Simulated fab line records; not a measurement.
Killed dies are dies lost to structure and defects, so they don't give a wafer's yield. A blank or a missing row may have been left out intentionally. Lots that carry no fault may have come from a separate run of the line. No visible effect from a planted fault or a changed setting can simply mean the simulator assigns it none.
Comparing a struck lot with a sound one | flow n5 finfet | 17 out of 1938 route steps
Sound: wafers L894.1, L894.4, L894.6. Wafers L914.1, L914.2, L914.6 were the ones struck. The cause is named last.
For every step that has rows: the tool of each side, followed by ch and its chambers, followed by its first start. Under that, the readings that differ: sound wafers | struck wafers | difference of the means | sigmas: that difference in standard deviations of wafers without a fault.
alike: a reading whose means differ by less than 2 such deviations, as well as words and numbers matching on both sides. not compared: withheld readings; readings where some wafer has no value; bounds like >300 that might hide an equal value; numbers whose values overlap and for which the record gives no deviation.
The two part at a step that has a row with sigmas, a row that says differs or no value, or rows on one side only. Non-overlapping numbers with no deviation appear without sigmas and do not part them. A reading that every wafer of one side lacks parts them only if that side has two wafers or more.

first, 4 steps without rows for these wafers: N5_HKMG_FIN_PRECLEAN_64 (cleans in dHF, time 30 s); N5_HKMG_FIN_WET_ETCH_65 (etches a-Si in TMAH, stops on TiN, time 49 s, target depth 3 nm); N5_HKMG_FIN_WET_ETCH_81 (etches TiN in SC1, stops on HfO2, time 57 s, target depth 6 nm); N5_HKMG_FIN_WET_ETCH_82 (etches La2O3 in dHCl, stops on HfO2, target depth 2 nm, rinse time 30 s).
N5_HKMG_FIN_ALD_36: deposits TiN, target thk 1 nm, pulse time 1 s, purge time 3 s.
  sound on ald metal-04 ch 0,1,2, day 4 13:49; struck on ald metal-03 ch 1,2,3, day 9 07:42
  alike: heater power w, precursor pulse height rel
  not compared: since wet clean h
N5_HKMG_FIN_THK_MEAS_70: measures by xrf.
  sound on film metro-01 at day 4 14:06; struck on film metro-02 at day 9 07:59
  alike: HK_THK
N5_HKMG_FIN_PWFM_ALD_03: deposits TiN, target thk 2 nm, pulse time 1 s, purge time 3 s.
  sound on ald metal-03 ch 0,1, day 4 14:08; struck on ald metal-04 ch 0,3, day 9 08:01
  alike: heater power w, precursor pulse height rel
  not compared: since wet clean h
then, 5 steps without rows for these wafers: N5_HKMG_FIN_COAT_29 (time 60 s, resist thk 300 nm); N5_HKMG_FIN_COAT_30 (time 60 s, resist thk 35 nm); N5_HKMG_FIN_COAT_06 (resist thk 90 nm); N5_HKMG_FIN_EBR_08; N5_HKMG_FIN_SOFTBAKE_07 (time 60 s).
N5_HKMG_FIN_EXPOSE_09: exposes mask NWFM.
  sound on arfi scanner-01 ch 0, day 4 14:44; struck on arfi scanner-03 ch 0, day 9 08:37
  reading              | sound             | struck            | difference | sigmas
  exposure dose mJ cm2 | 39.21 39.22 39.24 | 40.27 40.24 40.33 | +1.06      | +27
  alike: mask, reticle temp C
then, 2 steps without rows for these wafers: N5_HKMG_FIN_PEB_10 (peb time 60 s); N5_HKMG_FIN_DEVELOP_11 (develop time 30 s).
N5_HKMG_FIN_CD_MEAS_12: the cd target is 92.8 nm.
  sound on cd sem-02 ch 0, day 4 14:51; struck on cd sem-02 ch 0, day 9 08:44
  reading    | sound          | struck         | difference | sigmas
  cd nm (nm) | 92.7 93.3 93.7 | 85.7 89.4 86.8 | -5.9       | -9
N5_HKMG_FIN_OVL_MEAS_13:
  sound on overlay-02 ch 0, day 4 14:53; struck on overlay-02 ch 0, day 9 08:46
  alike: NWFM_OVL

WHERE THEY PART
Last at N5_HKMG_FIN_CD_MEAS_12 as far as this record goes, first at N5_HKMG_FIN_EXPOSE_09. Later steps at which nothing parts them and some readings are alike: N5_HKMG_FIN_OVL_MEAS_13.

WHY: whatever the simulator had introduced
Process parameters drifting: arfi scanner-03 at N5_HKMG_FIN_EXPOSE_09, beginning at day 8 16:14. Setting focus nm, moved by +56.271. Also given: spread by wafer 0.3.
